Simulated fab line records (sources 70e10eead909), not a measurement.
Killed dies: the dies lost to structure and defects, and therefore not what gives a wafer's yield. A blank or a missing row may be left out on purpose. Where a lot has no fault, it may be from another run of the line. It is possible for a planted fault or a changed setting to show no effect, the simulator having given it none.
fab line records	flow nandHarc
[record] lots = 24	wafers = 72	lastDay = 33
route steps=1302 shown A_CONTACT@1058 A_M0@1157
lots untouched by any fault: they come from a run of this same line in which no faults occurred
startH: start of the lot's first displayed wafer, in hours after the record's first day	waitH: hours elapsed since this lot's preceding step	" unchanged from the row above	L1.1+2: one row covering several wafers at once	- no value, or no start given	* or withheld: withheld	< > ~ a bound
route shown NAME@n: names a module that has steps shown in the file, with the first one's number in the route	usual: the fault-free wafers' mean and standard deviation	same: alike in all rows	chamber/n: place in a boat	sites: readings site by site	_std_site: standard deviation of those values	_edge_site: outer sites' mean less inner sites'	radiusMm: how far each site lies from the wafer's centre	mask NAME#n: copy n	behind: tool/chamber where the wafer was last shaped	hold: what put the lot on hold/how long, in hours/how the hold closed	device: names the non-switching transistor (n, p or np)	end of line: at the end of the route, the tests of the same wafers	a step with no rows: only its recipe	killed: the dies lost at the first sort to structure and to defects; this is not the yield of the wafer	map: a wafer's dies, marking killed ones x, the rest . and places with no die _
set.NAME: setting as actually run; set.NAME@STEP: the setting as run at that earlier step	model.NAME: the simulator's own value behind a step, which no gauge read
steps of the route over a sample of lots; a table a step, a row a wafer
services: when a tool's chamber went out of use (startH, in hours from the record's first day, below 0 if earlier), for how many hours, and the reason
[[steps]]
[step NHARC_A_CONTACT_ETCH_97]
[recipe] targetDepthA = 200	overEtchFrac = 0.5	timeS = 10	ionEnergyEv = 250	c4f6FlowSccm = 25	o2FlowSccm = 20	arFlowSccm = 500	rfW = 600	biasW = 500	chemistry = C4F6/O2
[usual] drypumpMotorCurrentA = 6.2/0.51	oesProductAu = 0.950/0.023	rfVppV = 547/3.4	showerheadPlenumPTorr = 3.93/0.16	throttleValvePct = 26.903/0.0089
lot.wafer	tool	chamber	startH	waitH	drypumpMotorCurrentA	oesProductAu	rfHoursCounterH	rfVppV	showerheadPlenumPTorr	throttleValvePct
L075.1	rieDiel-02	2	507.82	0.1	6.5	0.938	18	548	3.90	26.904
L075.2	"	3	"	"	6.6	0.916	18	543	3.69	26.908
L075.5	"	3	"	"	6.6	0.923	-	542	3.69	26.898
L074.1	rieDiel-02	0	517.97	0.2	6.2	0.938	19	550	4.11	26.893
L074.6	"	2	"	"	6.4	0.956	-	544	3.90	26.889
L074.4	"	3	"	"	6.6	0.923	-	541	3.69	26.917
L077.2	rieDiel-02	2	524.59	0.1	6.5	0.964	22	547	3.90	26.896
L077.3	"	3	"	"	6.7	0.950	21	543	3.69	26.898
L077.6	"	3	"	"	6.6	0.943	-	541	3.69	26.904
L076.2	rieDiel-09	0	-	-	5.7	0.940	7	552	4.16	26.911
L076.6	"	2	"	"	5.0	0.957	-	552	4.22	26.903
L076.5	"	3	"	"	5.2	0.979	-	544	3.84	26.910
L079.2	rieDiel-02	2	-	-	6.5	0.954	24	547	3.90	26.894
L079.1	"	0	"	"	6.2	0.933	23	552	4.11	26.889
L079.6	"	2	"	"	6.4	0.950	-	546	3.90	26.895
L078.1	rieDiel-09	0	-	-	5.7	0.929	18	551	4.15	26.910
L078.3	"	2	"	"	5.1	0.944	16	553	4.22	26.913
L078.6	"	3	"	"	5.2	0.933	-	545	3.84	26.900
L081.3	rieDiel-13	1	-	-	6.5	1.007	15	548	4.02	26.908
L081.4	"	2	"	"	5.4	0.995	15	549	4.02	26.901
L081.2	"	0	"	"	6.0	1.034	6	549	4.03	26.903
L082.3	rieDiel-02	3	-	-	6.6	0.996	0	542	3.68	26.903
L082.6	"	1	"	"	6.6	0.984	-	546	3.88	26.906
L082.5	"	2	"	"	6.5	0.991	-	546	3.90	26.910
L083.2	rieDiel-02	1	-	-	6.6	0.950	2	545	3.87	26.898
L083.1	"	2	"	"	6.5	0.959	2	548	3.90	26.896
L083.4	"	0	"	"	6.2	0.965	1	550	4.11	26.909
L084.1	rieDiel-09	2	-	-	5.1	0.956	34	552	4.21	26.909
L084.3	"	0	"	"	5.7	0.928	40	550	4.14	26.895
L084.5	"	3	"	"	5.2	0.954	-	545	3.83	26.896
L086.2	rieDiel-02	3	-	-	6.6	0.927	2	542	3.68	26.889
L086.1	"	0	"	"	6.2	0.936	4	552	4.10	26.896
L086.6	"	3	"	"	6.6	0.940	-	544	3.68	26.905
L085.3	rieDiel-09	1	-	-	6.1	0.959	39	547	3.85	26.910
L085.2	"	2	"	"	5.1	0.936	35	554	4.20	26.898
L085.1	"	3	"	"	5.2	0.931	33	546	3.83	26.906
L080.4	rieDiel-02	2	-	-	6.5	0.945	9	545	3.89	26.919
L080.2	"	3	"	"	6.6	0.935	6	543	3.68	26.882
L080.3	"	1	"	"	6.6	0.926	10	545	3.87	26.903
L088.3	rieDiel-09	3	-	-	5.2	0.940	40	544	3.82	26.913
L088.4	"	1	"	"	6.1	0.951	47	547	3.85	26.915
L088.6	"	3	"	"	5.2	0.961	-	545	3.82	26.905
L089.2	rieDiel-02	1	-	-	6.6	0.941	11	546	3.87	26.907
L089.4	"	3	"	"	6.6	0.937	6	543	3.68	26.916
L089.3	"	0	"	"	6.1	0.947	9	550	4.10	26.891
L087.1	rieDiel-13	1	-	-	6.5	0.955	46	547	4.00	26.911
L087.2	"	3	"	"	5.9	0.941	41	551	4.17	26.898
L087.6	"	0	"	"	6.0	0.968	-	548	4.01	26.912
L090.2	rieDiel-02	2	-	-	6.4	0.949	14	547	3.89	26.898
L090.5	"	1	"	"	6.6	0.936	-	546	3.87	26.908
L090.6	"	2	"	"	6.4	0.960	-	546	3.89	26.900
L091.2	rieDiel-02	1	-	-	6.6	0.925	18	544	3.86	26.887
L091.4	"	2	"	"	6.5	0.938	17	546	3.89	26.904
L091.5	"	2	"	"	6.5	0.935	-	547	3.89	26.909
L092.4	rieDiel-02	3	-	-	6.6	0.933	14	542	3.67	26.915
L092.6	"	2	"	"	6.4	0.937	-	546	3.89	26.883
L092.5	"	3	"	"	6.7	0.939	-	541	3.67	26.889
L093.4	rieDiel-02	0	-	-	6.2	0.925	18	551	4.10	26.910
L093.2	"	1	"	"	6.5	0.926	21	545	3.86	26.922
L093.6	"	0	"	"	6.2	0.925	-	552	4.09	26.908
L094.4	rieDiel-02	0	-	-	6.2	0.936	18	550	4.09	26.891
L094.2	"	3	"	"	6.6	0.959	15	543	3.67	26.901
L094.5	"	0	"	"	6.2	0.950	-	550	4.10	26.905
L095.1	rieDiel-09	3	-	-	5.2	0.946	10	545	3.81	26.901
L095.2	"	1	"	"	6.1	0.918	12	544	3.83	26.909
L095.5	"	2	"	"	5.1	0.926	-	553	4.19	26.898
L097.1	rieDiel-02	3	-	-	6.7	1.001	18	541	3.67	26.904
L097.2	"	0	"	"	6.2	0.978	22	551	4.09	26.903
L097.3	"	1	"	"	6.6	0.988	24	547	3.86	26.904
L096.3	rieDiel-02	0	-	-	6.2	0.965	22	549	4.09	26.916
L096.6	"	0	"	"	6.2	0.960	-	549	4.09	26.899
L096.5	"	1	"	"	6.6	0.938	-	546	3.86	26.916
[step NHARC_A_CONTACT_ETCH_106]
[recipe] targetDepthA = 900	overetchA = 90	timeS = 49.5	ionEnergyEv = 100	cf4FlowSccm = 80	o2FlowSccm = 20	arFlowSccm = 0	rfW = 300	biasW = 100	chemistry = CF4/O2
[usual] drypumpMotorCurrentA = 6.1/0.52	oesProductAu = 0.993/0.011	rfVppV = 197.8/1.5	showerheadPlenumPTorr = 1.34/0.062	throttleValvePct = 13.397/0.0085
lot.wafer	tool	chamber	startH	waitH	drypumpMotorCurrentA	oesProductAu	rfHoursCounterH	rfVppV	showerheadPlenumPTorr	throttleValvePct
L075.1	rieDiel-02	0	508.24	0.1	6.1	0.994	17	199.8	1.40	13.391
L075.2	"	2	"	"	6.4	1.001	18	196.7	1.33	13.412
L075.5	"	3	"	"	6.7	0.983	-	196.5	1.25	13.395
L074.1	rieDiel-02	2	518.55	0.1	6.4	0.997	21	196.3	1.33	13.385
L074.4	"	3	"	"	6.6	0.973	-	194.7	1.25	13.413
L074.6	"	0	"	"	6.2	0.978	-	200.7	1.40	13.389
L077.2	rieDiel-02	3	525.07	0.1	6.6	0.990	21	195.8	1.25	13.401
L077.3	"	2	"	"	6.4	1.008	22	196.5	1.33	13.400
L077.6	"	0	"	"	6.2	0.985	-	199.1	1.40	13.418
L076.2	rieDiel-02	0	525.62	0.6	6.2	0.986	21	197.7	1.40	13.395
L076.6	"	0	"	"	6.1	0.985	-	199.1	1.40	13.404
L076.5	"	2	"	"	6.4	1.005	-	196.7	1.33	13.394
L079.1	rieDiel-02	1	540.64	0.1	6.6	0.994	17	197.5	1.32	13.407
L079.2	"	3	"	"	6.6	0.982	24	196.0	1.25	13.397
L079.6	"	2	"	"	6.4	0.997	-	198.8	1.33	13.394
L078.3	rieDiel-02	2	554.82	0.1	6.5	1.001	26	197.6	1.33	13.400
L078.1	"	3	"	"	6.6	0.994	25	197.2	1.25	13.402
L078.6	"	2	"	"	6.4	1.014	-	199.1	1.33	13.401
L081.2	rieDiel-13	2	573.21	0.1	5.4	0.996	15	198.6	1.37	13.402
L081.3	"	3	"	"	5.8	1.000	14	200.5	1.43	13.390
L081.4	"	1	"	"	6.4	0.999	15	198.2	1.37	13.394
L082.3	rieDiel-02	3	581.91	0.1	6.6	0.998	0	196.1	1.25	13.401
L082.5	"	0	"	"	6.1	0.985	-	198.3	1.40	13.386
L082.6	"	1	"	"	6.6	1.002	-	198.5	1.32	13.392
L083.1	rieDiel-02	0	596.06	0.1	6.1	0.991	1	199.9	1.40	13.401
L083.2	"	2	"	"	6.4	0.994	2	197.8	1.33	13.405
L083.4	"	3	"	"	6.6	0.994	1	197.2	1.25	13.388
L084.3	rieDiel-09	1	609.94	0.1	6.1	1.013	37	196.9	1.31	13.401
L084.1	"	2	"	"	5.1	1.004	34	200.9	1.44	13.400
L084.5	"	0	"	"	5.7	0.988	-	198.9	1.41	13.410
L086.1	rieDiel-09	2	612.45	0.1	5.1	0.982	34	199.5	1.44	13.399
L086.2	"	3	"	"	5.2	0.981	32	197.1	1.30	13.394
L086.6	"	1	"	"	6.1	1.013	-	197.2	1.31	13.395
L085.3	rieDiel-02	0	618.45	0.1	6.2	0.981	5	198.2	1.40	13.382
L085.2	"	1	"	"	6.6	0.989	7	197.2	1.32	13.410
L085.1	"	2	"	"	6.4	1.004	6	197.6	1.32	13.383
L080.2	rieDiel-09	0	637.35	0.1	5.7	0.968	51	198.8	1.41	13.401
L080.4	"	1	"	"	6.1	0.997	47	197.1	1.31	13.398
L080.3	"	3	"	"	5.1	0.979	39	196.3	1.30	13.412
L088.3	rieDiel-09	1	638.70	0.1	6.1	1.008	47	195.8	1.31	13.398
L088.4	"	0	"	"	5.7	0.983	51	198.4	1.41	13.399
L088.6	"	2	"	"	5.1	0.996	-	200.7	1.44	13.414
L089.2	rieDiel-09	2	639.81	0.1	5.1	1.000	41	199.7	1.44	13.395
L089.3	"	3	"	"	5.1	0.997	40	197.6	1.30	13.400
L089.4	"	0	"	"	5.7	0.977	51	199.5	1.41	13.399
L087.1	rieDiel-09	2	659.27	0.1	5.1	1.002	47	199.4	1.43	13.400
L087.2	"	3	"	"	5.2	0.993	46	196.5	1.30	13.392
L087.6	"	2	"	"	5.1	1.006	-	198.9	1.44	13.386
L090.2	rieDiel-09	1	669.28	0.1	6.1	1.007	56	198.8	1.30	13.404
L090.5	"	3	"	"	5.2	0.996	-	196.7	1.30	13.405
L090.6	"	0	"	"	5.7	0.997	-	198.1	1.41	13.404
L091.2	rieDiel-02	3	688.35	0.1	6.6	0.992	13	195.4	1.24	13.399
L091.4	"	0	"	"	6.2	0.985	16	199.6	1.40	13.406
L091.5	"	0	"	"	6.1	0.979	-	199.4	1.40	13.395
L092.4	rieDiel-02	3	699.69	0.1	6.6	0.990	14	194.3	1.24	13.384
L092.5	"	3	"	"	6.6	0.984	-	196.1	1.24	13.397
L092.6	"	0	"	"	6.2	0.976	-	197.5	1.40	13.397
L093.2	rieDiel-02	0	704.37	0.1	6.1	0.989	18	198.7	1.40	13.400
L093.4	"	2	"	"	6.4	1.001	18	197.8	1.32	13.389
L093.6	"	0	"	"	6.1	0.972	-	199.2	1.40	13.410
L094.2	rieDiel-09	1	705.88	0.1	6.1	0.994	10	195.4	1.30	13.393
L094.4	"	3	"	"	5.2	0.998	9	197.2	1.29	13.407
L094.5	"	1	"	"	6.1	0.991	-	196.6	1.30	13.392
L095.2	rieDiel-09	0	713.97	0.1	5.7	0.984	12	200.6	1.40	13.391
L095.1	"	3	"	"	5.2	0.993	10	196.5	1.29	13.402
L095.5	"	1	"	"	6.1	0.984	-	197.6	1.30	13.386
L097.3	rieDiel-02	2	719.92	0.1	6.4	0.993	22	199.0	1.32	13.387
L097.1	"	3	"	"	6.6	1.003	18	197.3	1.24	13.395
L097.2	"	1	"	"	6.6	0.977	24	196.2	1.31	13.388
L096.3	rieDiel-02	1	720.36	0.1	6.6	0.987	24	196.0	1.31	13.383
L096.6	"	2	"	"	6.4	1.000	-	196.6	1.32	13.379
L096.5	"	3	"	"	6.6	1.004	-	195.9	1.24	13.387
[step NHARC_A_CONTACT_ETCH_30]
[recipe] targetDepthA = 726	timeS = 36.3	cf4FlowSccm = 100	chf3FlowSccm = 30	arFlowSccm = 0	rfW = 500	biasW = 200	chemistry = CF4/CHF3
[usual] drypumpMotorCurrentA = 6.1/0.51	oesProductAu = 0.933/0.021	rfVppV = 371.0/2.3	showerheadPlenumPTorr = 1.59/0.066	throttleValvePct = 16.801/0.0084
lot.wafer	tool	chamber	startH	waitH	drypumpMotorCurrentA	oesProductAu	rfHoursCounterH	rfVppV	showerheadPlenumPTorr	throttleValvePct
L075.1	rieDiel-02	2	-	-	6.4	0.931	20	370.6	1.56	16.804
L075.2	"	0	"	"	6.2	0.914	19	371.7	1.65	16.809
L075.5	"	3	"	"	6.6	0.910	-	365.9	1.47	16.793
L074.4	rieDiel-09	2	-	-	5.1	0.964	4	373.7	1.70	16.790
L074.1	"	3	"	"	5.2	0.964	4	369.5	1.54	16.796
L074.6	"	0	"	"	5.7	0.932	-	374.3	1.67	16.800
L077.2	rieDiel-02	2	-	-	6.5	0.921	22	370.2	1.56	16.812
L077.3	"	1	"	"	6.6	0.933	15	371.0	1.56	16.800
L077.6	"	2	"	"	6.4	0.925	-	370.0	1.56	16.793
L076.2	rieDiel-09	0	-	-	5.7	0.928	9	373.1	1.67	16.789
L076.6	"	1	"	"	6.1	0.952	-	369.9	1.55	16.805
L076.5	"	2	"	"	5.1	0.927	-	374.3	1.70	16.802
L079.1	rieDiel-02	3	-	-	6.6	0.921	24	368.4	1.47	16.799
L079.2	"	1	"	"	6.6	0.934	17	368.4	1.56	16.798
L079.6	"	3	"	"	6.6	0.923	-	367.5	1.47	16.794
L078.3	rieDiel-02	2	-	-	6.4	0.927	27	370.6	1.56	16.800
L078.1	"	0	"	"	6.1	0.907	26	372.9	1.65	16.813
L078.6	"	1	"	"	6.6	0.914	-	370.4	1.55	16.812
L081.4	rieDiel-09	3	-	-	5.2	0.915	21	368.9	1.54	16.802
L081.3	"	0	"	"	5.7	0.905	23	374.4	1.67	16.815
L081.2	"	2	"	"	5.1	0.921	22	372.7	1.69	16.808
L082.3	rieDiel-09	2	-	-	5.1	0.919	26	375.0	1.69	16.801
L082.6	"	1	"	"	6.1	0.938	-	369.1	1.55	16.794
L082.5	"	2	"	"	5.0	0.922	-	375.3	1.69	16.815
L083.2	rieDiel-09	0	-	-	5.7	0.904	38	373.0	1.66	16.797
L083.1	"	1	"	"	6.1	0.946	35	370.0	1.54	16.825
L083.4	"	1	"	"	6.1	0.941	-	370.2	1.54	16.823
L084.3	rieDiel-02	1	-	-	6.6	0.912	6	370.0	1.55	16.803
L084.1	"	2	"	"	6.5	0.920	5	370.6	1.56	16.796
L084.5	"	1	"	"	6.6	0.920	-	369.3	1.55	16.806
L086.1	rieDiel-09	1	-	-	6.1	0.945	39	370.3	1.54	16.796
L086.2	"	3	"	"	5.2	0.927	33	369.2	1.53	16.799
L086.6	"	1	"	"	6.1	0.939	-	370.0	1.54	16.810
L085.3	rieDiel-13	0	-	-	6.0	0.958	25	371.0	1.61	16.798
L085.2	"	1	"	"	6.5	0.918	35	369.6	1.61	16.810
L085.1	"	3	"	"	5.9	0.931	30	373.3	1.68	16.811
L080.3	rieDiel-02	1	-	-	6.6	0.967	11	369.7	1.55	16.803
L080.2	"	2	"	"	6.5	0.959	9	370.7	1.56	16.793
L080.4	"	3	"	"	6.6	0.960	6	368.4	1.47	16.801
L088.3	rieDiel-02	2	-	-	6.4	0.928	10	370.4	1.56	16.798
L088.4	"	0	"	"	6.2	0.927	10	373.9	1.65	16.803
L088.6	"	2	"	"	6.4	0.933	-	369.2	1.56	16.796
L089.3	rieDiel-02	1	-	-	6.6	0.960	12	368.6	1.55	16.789
L089.4	"	2	"	"	6.4	0.953	10	369.9	1.56	16.795
L089.2	"	3	"	"	6.6	0.972	7	366.6	1.47	16.805
L087.1	rieDiel-02	1	-	-	6.6	0.929	15	368.8	1.55	16.779
L087.2	"	3	"	"	6.6	0.914	9	367.2	1.47	16.800
L087.6	"	1	"	"	6.6	0.921	-	368.8	1.55	16.809
L090.2	rieDiel-13	3	-	-	5.9	0.959	47	375.4	1.67	16.807
L090.5	"	1	"	"	6.4	0.985	-	371.3	1.60	16.794
L090.6	"	2	"	"	5.4	0.960	-	371.1	1.60	16.797
L091.4	rieDiel-02	2	-	-	6.5	0.928	17	370.7	1.56	16.795
L091.2	"	3	"	"	6.6	0.916	13	367.7	1.47	16.794
L091.5	"	2	"	"	6.4	0.925	-	370.0	1.56	16.795
L092.4	rieDiel-02	0	-	-	6.2	0.915	20	372.3	1.64	16.799
L092.6	"	2	"	"	6.4	0.927	-	370.9	1.56	16.795
L092.5	"	3	"	"	6.6	0.917	-	367.5	1.47	16.799
L093.2	rieDiel-13	1	-	-	6.4	0.936	1	371.8	1.60	16.785
L093.4	"	2	"	"	5.4	0.933	1	371.6	1.60	16.802
L093.6	"	1	"	"	6.4	0.942	-	372.0	1.60	16.809
L094.2	rieDiel-02	1	-	-	6.6	0.960	22	371.9	1.55	16.783
L094.4	"	3	"	"	6.6	0.957	17	365.9	1.47	16.806
L094.5	"	2	"	"	6.4	0.958	-	372.0	1.56	16.789
L095.1	rieDiel-09	1	-	-	6.1	0.933	13	368.7	1.53	16.806
L095.2	"	2	"	"	5.0	0.917	11	374.9	1.68	16.794
L095.5	"	2	"	"	5.0	0.911	-	374.4	1.68	16.796
L097.2	rieDiel-13	2	-	-	5.4	0.924	6	372.4	1.60	16.796
L097.3	"	3	"	"	5.9	0.932	6	372.4	1.67	16.805
L097.1	"	1	"	"	6.4	0.933	8	370.5	1.60	16.809
L096.3	rieDiel-09	0	-	-	5.7	0.949	17	374.0	1.65	16.805
L096.6	"	1	"	"	6.1	0.946	-	370.7	1.53	16.807
L096.5	"	2	"	"	5.0	0.928	-	373.8	1.68	16.812
[step NHARC_A_CONTACT_ETCH_134]
[recipe] sourceW = withheld	pressureMtorr = 20	biasV = withheld	timeS = 140	targetDepthA = 7000	arFlowSccm = withheld	c4f8FlowSccm = withheld	o2FlowSccm = withheld	chemistry = C4F8/O2/Ar
lot.wafer	tool	chamber	startH	waitH	rfHoursCounterH
L075.1	harCapEtch-03	1	513.32	-	47
L075.2	"	0	"	"	47
L075.5	"	0	"	"	-
L074.1	harCapEtch-01	0	523.37	-	2
L074.4	"	1	"	"	-
L074.6	"	0	"	"	-
L077.2	harCapEtch-02	1	529.98	-	88
L077.3	"	0	"	"	-
L077.6	"	1	"	"	-
L076.2	harCapEtch-01	0	530.40	-	3
L076.6	"	0	"	"	-
L076.5	"	1	"	"	-
L079.2	harCapEtch-01	0	544.93	-	4
L079.1	"	1	"	"	4
L079.6	"	0	"	"	-
L078.1	harCapEtch-03	0	562.71	-	56
L078.3	"	0	"	"	-
L078.6	"	1	"	"	-
L081.2	harCapEtch-01	1	577.68	-	10
L081.3	"	1	"	"	-
L081.4	"	0	"	"	-
L082.3	harCapEtch-03	1	588.52	-	-
L082.6	"	0	"	"	-
L082.5	"	1	"	"	-
L083.2	harCapEtch-03	1	600.72	-	64
L083.1	"	0	"	"	64
L083.4	"	0	"	"	-
L084.1	harCapEtch-01	0	617.65	-	22
L084.3	"	1	"	"	-
L084.5	"	0	"	"	-
L086.2	harCapEtch-03	1	619.52	-	69
L086.1	"	0	"	"	69
L086.6	"	0	"	"	-
L085.2	harCapEtch-02	1	626.64	-	94
L085.1	"	0	"	"	94
L085.3	"	0	"	"	-
L080.2	harCapEtch-01	0	641.66	-	28
L080.3	"	0	"	"	-
L080.4	"	1	"	"	-
L088.4	harCapEtch-03	0	643.11	-	-
L088.3	"	1	"	"	-
L088.6	"	1	"	"	-
L089.2	harCapEtch-02	1	644.49	-	97
L089.3	"	0	"	"	-
L089.4	"	1	"	"	-
L087.1	harCapEtch-01	1	663.70	-	31
L087.2	"	0	"	"	31
L087.6	"	1	"	"	-
L090.2	harCapEtch-01	0	676.44	-	33
L090.5	"	1	"	"	-
L090.6	"	0	"	"	-
L091.2	harCapEtch-01	0	694.83	-	36
L091.4	"	0	"	"	-
L091.5	"	1	"	"	-
L092.4	harCapEtch-02	0	706.94	-	-
L092.6	"	1	"	"	-
L092.5	"	0	"	"	-
L093.2	harCapEtch-03	1	711.62	-	88
L093.4	"	0	"	"	-
L093.6	"	0	"	"	-
L094.2	harCapEtch-01	0	713.32	-	42
L094.4	"	0	"	"	-
L094.5	"	0	"	"	-
L095.1	harCapEtch-01	1	721.16	-	43
L095.2	"	0	"	"	43
L095.5	"	1	"	"	-
L097.1	harCapEtch-03	0	724.49	-	91
L097.2	"	1	"	"	91
L097.3	"	1	"	"	-
L096.3	harCapEtch-02	0	725.03	-	-
L096.5	"	1	"	"	-
L096.6	"	0	"	"	-
[step NHARC_A_CONTACT_ETCH_139]
[recipe] sourceW = withheld	pressureMtorr = 20	biasV = 400	timeS = 195	targetDepthA = 8400	arFlowSccm = withheld	c4f8FlowSccm = 11.5	o2FlowSccm = 7.2	chemistry = C4F8/O2/Ar
lot.wafer	tool	chamber	startH	waitH	rfHoursCounterH
L075.1	harCapEtch-03	1	514.60	0.2	48
L075.2	"	0	"	"	48
L075.5	"	0	"	"	-
L074.1	harCapEtch-01	0	524.66	0.2	3
L074.4	"	1	"	"	-
L074.6	"	0	"	"	-
L077.2	harCapEtch-02	1	531.27	0.2	89
L077.3	"	0	"	"	-
L077.6	"	1	"	"	-
L076.2	harCapEtch-01	0	532.10	0.3	4
L076.6	"	0	"	"	-
L076.5	"	1	"	"	-
L079.2	harCapEtch-01	0	546.22	0.2	6
L079.1	"	1	"	"	6
L079.6	"	0	"	"	-
L078.1	harCapEtch-03	0	564.00	0.2	57
L078.3	"	0	"	"	-
L078.6	"	1	"	"	-
L081.2	harCapEtch-01	1	578.97	0.2	12
L081.3	"	1	"	"	-
L081.4	"	0	"	"	-
L082.3	harCapEtch-03	1	589.84	0.2	-
L082.6	"	0	"	"	-
L082.5	"	1	"	"	-
L083.2	harCapEtch-03	1	602.01	0.2	65
L083.1	"	0	"	"	65
L083.4	"	0	"	"	-
L084.1	harCapEtch-01	0	618.95	0.2	23
L084.3	"	1	"	"	-
L084.5	"	0	"	"	-
L086.2	harCapEtch-03	1	620.81	0.2	70
L086.1	"	0	"	"	70
L086.6	"	0	"	"	-
L085.2	harCapEtch-02	1	627.92	0.2	95
L085.1	"	0	"	"	95
L085.3	"	0	"	"	-
L080.2	harCapEtch-01	0	642.94	0.2	29
L080.3	"	0	"	"	-
L080.4	"	1	"	"	-
L088.4	harCapEtch-03	0	644.41	0.2	-
L088.3	"	1	"	"	-
L088.6	"	1	"	"	-
L089.2	harCapEtch-02	1	645.79	0.2	98
L089.3	"	0	"	"	-
L089.4	"	1	"	"	-
L087.1	harCapEtch-01	1	664.98	0.2	32
L087.2	"	0	"	"	32
L087.6	"	1	"	"	-
L090.2	harCapEtch-01	0	677.74	0.2	34
L090.5	"	1	"	"	-
L090.6	"	0	"	"	-
L091.2	harCapEtch-01	0	696.14	0.2	37
L091.4	"	0	"	"	-
L091.5	"	1	"	"	-
L092.4	harCapEtch-02	0	708.25	0.2	-
L092.6	"	1	"	"	-
L092.5	"	0	"	"	-
L093.2	harCapEtch-03	1	712.90	0.2	89
L093.4	"	0	"	"	-
L093.6	"	0	"	"	-
L094.2	harCapEtch-01	0	714.62	0.2	43
L094.4	"	0	"	"	-
L094.5	"	0	"	"	-
L095.1	harCapEtch-01	1	722.44	0.2	44
L095.2	"	0	"	"	44
L095.5	"	1	"	"	-
L097.1	harCapEtch-03	0	725.78	0.2	92
L097.2	"	1	"	"	92
L097.3	"	1	"	"	-
L096.3	harCapEtch-02	0	726.36	0.2	-
L096.5	"	1	"	"	-
L096.6	"	0	"	"	-
[step NHARC_A_M0_PRE_CLEAN_29]
[recipe] timeS = 30	tempC = 280	gas = H2/He
[usual] heaterPowerW = 416/57
lot.wafer	tool	chamber	startH	waitH	heaterPowerW
L075.1	pvdSputter-03	-	-	-	431
L075.2	"	-	"	"	408
L075.5	"	-	"	"	441
L074.1	pvdSputter-02	-	-	-	542
L074.4	"	-	"	"	398
L074.6	"	-	"	"	381
L077.3	pvdSputter-02	-	-	-	410
L077.2	"	-	"	"	565
L077.6	"	-	"	"	398
L076.2	pvdSputter-02	-	-	-	411
L076.6	"	-	"	"	399
L076.5	"	-	"	"	394
L079.2	pvdSputter-02	-	-	-	555
L079.1	"	-	"	"	398
L079.6	"	-	"	"	404
L078.1	pvdSputter-03	-	-	-	449
L078.3	"	-	"	"	404
L078.6	"	-	"	"	436
L081.3	pvdSputter-03	-	-	-	331
L081.2	"	-	"	"	401
L081.4	"	-	"	"	450
L082.3	pvdSputter-03	-	-	-	433
L082.6	"	-	"	"	437
L082.5	"	-	"	"	403
L083.4	pvdSputter-03	-	-	-	399
L083.1	"	-	"	"	452
L083.2	"	-	"	"	437
L084.1	pvdSputter-03	-	-	-	452
L084.3	"	-	"	"	387
L084.5	"	-	"	"	316
L086.2	pvdSputter-03	-	-	-	395
L086.1	"	-	"	"	432
L086.6	"	-	"	"	411
L085.3	pvdSputter-01	-	-	-	397
L085.1	"	-	"	"	393
L085.2	"	-	"	"	423
L080.3	pvdSputter-03	-	-	-	389
L080.4	"	-	"	"	448
L080.2	"	-	"	"	425
L088.4	pvdSputter-02	-	-	-	362
L088.3	"	-	"	"	398
L088.6	"	-	"	"	384
L089.2	pvdSputter-03	-	-	-	432
L089.3	"	-	"	"	387
L089.4	"	-	"	"	434
L087.2	pvdSputter-01	-	-	-	461
L087.1	"	-	"	"	388
L087.6	"	-	"	"	384
L090.2	pvdSputter-02	-	-	-	560
L090.5	"	-	"	"	389
L090.6	"	-	"	"	558
L091.4	pvdSputter-02	-	-	-	554
L091.2	"	-	"	"	366
L091.5	"	-	"	"	380
L092.4	pvdSputter-03	-	-	-	437
L092.6	"	-	"	"	441
L092.5	"	-	"	"	421
L093.2	pvdSputter-02	-	-	-	390
L093.4	"	-	"	"	562
L093.6	"	-	"	"	373
L094.4	pvdSputter-03	-	-	-	408
L094.2	"	-	"	"	449
L094.5	"	-	"	"	409
L095.2	pvdSputter-01	-	-	-	389
L095.1	"	-	"	"	427
L095.5	"	-	"	"	401
L097.1	pvdSputter-03	-	-	-	417
L097.3	"	-	"	"	440
L097.2	"	-	"	"	329
L096.3	pvdSputter-02	-	-	-	543
L096.5	"	-	"	"	365
L096.6	"	-	"	"	381
[[services]]
tool	chamber	startH	hours	kind
rieDiel-02	1	493.79	33.7	repair
harCapEtch-01	-	497.00	17.0	pm
rieDiel-09	-	497.48	9.0	pm
rieDiel-09	-	507.54	1.2	repair
rieDiel-02	0	513.70	3.2	repair
rieDiel-09	1	514.45	2.4	repair
rieDiel-13	-	520.67	9.0	pm
pvdSputter-03	-	520.73	2.2	repair
pvdSputter-03	-	526.00	10.0	pm
pvdSputter-02	-	558.27	5.3	repair
pvdSputter-01	-	561.65	1.5	repair
rieDiel-02	-	571.04	9.0	pm
pvdSputter-01	-	582.00	10.0	pm
pvdSputter-02	-	596.48	1.2	repair
rieDiel-02	3	603.32	5.1	repair
pvdSputter-03	-	637.30	2.8	repair
pvdSputter-02	-	639.59	10.0	pm
pvdSputter-03	-	642.05	1.0	repair
rieDiel-09	0	651.53	2.5	repair
rieDiel-09	0	658.66	1.4	repair
rieDiel-09	-	674.51	9.0	pm
harCapEtch-01	-	691.24	1.0	repair
rieDiel-13	-	699.67	9.0	pm
pvdSputter-03	-	704.00	10.0	pm
[[key]]
fault none
